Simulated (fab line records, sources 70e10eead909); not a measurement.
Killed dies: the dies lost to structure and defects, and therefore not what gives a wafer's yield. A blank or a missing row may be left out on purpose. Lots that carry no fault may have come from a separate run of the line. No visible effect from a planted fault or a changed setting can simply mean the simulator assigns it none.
The tool behind it: which one?	flow nand_harc	6 lots (18 wafers sampled), 1 step of a 1159-step route

== WHAT THE GAUGES READ, wafer by wafer ==
NHARC_A_SLIT_OVL_MEAS_10.
lot	measured	on	overlay_x_nm (nm)
L242	day 15 08:29	overlay-02	-0.5 -0.8 -0.9
L252	day 17 10:34	overlay-01	-0.6 0.4 -0.4
L253	day 17 23:15	overlay-01	-0.7 -0.7 -0.6
L257	day 18 21:18	overlay-01	0.3 -0.5 -0.3
L258	day 19 22:23	overlay-01	0.2 -0.7 -0.6
L259	day 19 23:02	overlay-02	0.2 -0.4 0.4

== TOOL THAT RAN EACH LOT (tool first, then ch and the chambers of the sampled wafers, then the start) ==
The record holds no process step before these readings.

== THE ANSWER, worked out from the rows above alone ==
Rule: usual is defined by the lots themselves. Put in order of their means at a reading, lots are off if they are a third of the lots or fewer, leave a main group of 4 or more, and stand apart from it by a gap of 3 or more times the standard deviation of the main group's means; of several such gaps the widest counts. Not used: any main group whose means are identical at the precision the tables above print for the reading. Also off: a lot with no number at a reading for which 4 or more lots have one. Any other lot the step has rows for is counted as sound.
None of the lots is off at any reading shown; this tells nothing.

== WHAT WAS PUT IN BY THE SIMULATOR ==
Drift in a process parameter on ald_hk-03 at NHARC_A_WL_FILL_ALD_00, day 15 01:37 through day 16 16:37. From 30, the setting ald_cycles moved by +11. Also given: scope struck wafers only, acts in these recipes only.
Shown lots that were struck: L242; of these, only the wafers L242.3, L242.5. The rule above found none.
